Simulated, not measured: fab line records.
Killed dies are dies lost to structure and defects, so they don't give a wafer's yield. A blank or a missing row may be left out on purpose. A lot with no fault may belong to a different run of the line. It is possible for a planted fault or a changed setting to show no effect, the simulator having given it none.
2 desks looking at one fault || flow n5-finfet || what lay behind the numbers comes last; until then each desk has only its own

THE TOOL OWNER'S DESK: litho-track-05
The tool's own readings at N5_BEOL_M10_COAT_22 (resist thk 90 nm): means of the sampled wafers that have a number, for each lot that ran on this tool. A lot is out of limits, marked OUT, if its mean lies more than 4 standard deviations from the usual mean; the brackets give that distance.
Columns: A = spin-speed-rpm at N5_BEOL_M10_COAT_22, usual 1499.9 rpm
{"lot": "L252", "first seen here": "day 10 15:44", "A": 1500.7}
{"lot": "L257", "first seen here": "day 12 09:20", "A": 1499.6}
{"lot": "L263", "first seen here": "day 13 12:35", "A": "1465.9 (-36) OUT"}
{"lot": "L267", "first seen here": "day 14 12:02", "A": "1464.8 (-37) OUT"}
This desk finds L263, L267 out of limits, L263 being first, at day 13 12:35 (spin-speed-rpm at N5_BEOL_M10_COAT_22). L252, L257 stayed within limits.

THE DEFECT DESK
Lot by lot, what the route's inspections counted, given as the mean of those sampled wafers with a number. A lot is out of limits, marked OUT, if its mean lies more than 4 standard deviations from the usual mean; the brackets give that distance.
Columns: A = raw-defect-count at N5_BEOL_M9_INSPECT_58, usual 77
{"lot": "L250", "first seen here": "day 10 10:34", "A": 60}
{"lot": "L252", "first seen here": "day 10 10:51", "A": 72}
{"lot": "L254", "first seen here": "day 11 14:07", "A": 142}
{"lot": "L257", "first seen here": "day 12 07:21", "A": 67}
{"lot": "L263", "first seen here": "day 13 09:44", "A": 72}
{"lot": "L268", "first seen here": "day 14 07:05", "A": 77}
{"lot": "L267", "first seen here": "day 14 08:04", "A": 108}
{"lot": "L269", "first seen here": "day 14 10:37", "A": 67}
{"lot": "L271", "first seen here": "day 15 08:14", "A": 71}
{"lot": "L272", "first seen here": "day 15 12:26", "A": 95}
{"lot": "L273", "first seen here": "day 15 20:20", "A": 90}
This desk found nothing out of limits on any of the 11 lots.

BROUGHT TOGETHER
The tool owner's desk could have raised an alarm at day 13 12:35, on L263, L267.
The defect desk saw nothing out of limits.
The defect desk has L263, L267 on record, within its limits.
On litho-track-05, each named lot ran N5_BEOL_M10_COAT_22.

WHAT THE SIMULATOR HAD PUT IN
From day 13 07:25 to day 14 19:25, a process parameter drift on litho-track-05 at N5_BEOL_M10_COAT_22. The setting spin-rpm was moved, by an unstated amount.
Struck lots among those shown: L263, L267.
Each desk's first reading out of limits, in hours after the fault started: the tool owner's desk, 5.
